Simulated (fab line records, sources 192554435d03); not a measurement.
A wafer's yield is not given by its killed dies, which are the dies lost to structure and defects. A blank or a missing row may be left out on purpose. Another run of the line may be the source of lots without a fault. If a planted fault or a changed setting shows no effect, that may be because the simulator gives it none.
Chamber matching :: flow n5_finfet :: 4 sister chambers for N5_HKMG_FIN_ALD_79 on ald_metal-04
The step deposits TiN, target thk 1.5 nm, pulse time 1 s, purge time 3 s. 4 wafers are shown with their chamber, then 11 later ones without.

## WAFERS WITH THEIR CHAMBER
wafer: L080.2
chamber: 1
heater_power_w (W): 909

wafer: L086.4
chamber: 3
heater_power_w (W): 1121

wafer: L086.6
chamber: 2
heater_power_w (W): 757

wafer: L088.1
chamber: 0
heater_power_w (W): 828

## WAFERS MISSING THEIR CHAMBER
wafer: L088.2
heater_power_w (W): 912

wafer: L088.4
heater_power_w (W): 764

wafer: L089.2
heater_power_w (W): 792

wafer: L089.3
heater_power_w (W): 799

wafer: L089.5
heater_power_w (W): 826

wafer: L090.2
heater_power_w (W): 825

wafer: L090.3
heater_power_w (W): 1107

wafer: L090.4
heater_power_w (W): 742

wafer: L096.1
heater_power_w (W): 916

wafer: L096.2
heater_power_w (W): 760

wafer: L096.6
heater_power_w (W): 936

## THE CHAMBER EACH PASSED THROUGH
wafer: L088.2
from the rows above: 1
in truth: 1

wafer: L088.4
from the rows above: 2
in truth: 2

wafer: L089.2
from the rows above: can't be placed: 2 or 0
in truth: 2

wafer: L089.3
from the rows above: can't be placed: 0 or 2
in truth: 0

wafer: L089.5
from the rows above: 0
in truth: 0

wafer: L090.2
from the rows above: 0
in truth: 0

wafer: L090.3
from the rows above: 3
in truth: 3

wafer: L090.4
from the rows above: 2
in truth: 2

wafer: L096.1
from the rows above: 1
in truth: 1

wafer: L096.2
from the rows above: 2
in truth: 2

wafer: L096.6
from the rows above: 1
in truth: 1
9 of 11 placed correctly. Can't be placed from these rows: 2 (the true chamber is among the candidates in 2). 0 placed wrongly.
How it was worked out, from the rows above alone: a wafer's distance from a chamber is the root of the sum, over the readings, of the square of ((its reading less the chamber's mean) divided by the reading's scatter). If the next closest chamber is less than 2 further off than the closest, the wafer can't be placed; otherwise it belongs to the closest. A chamber's mean is the mean of its shown wafers. The scatter: root of mean squared gap, hidden wafer to nearest shown wafer, with one shown wafer a chamber.
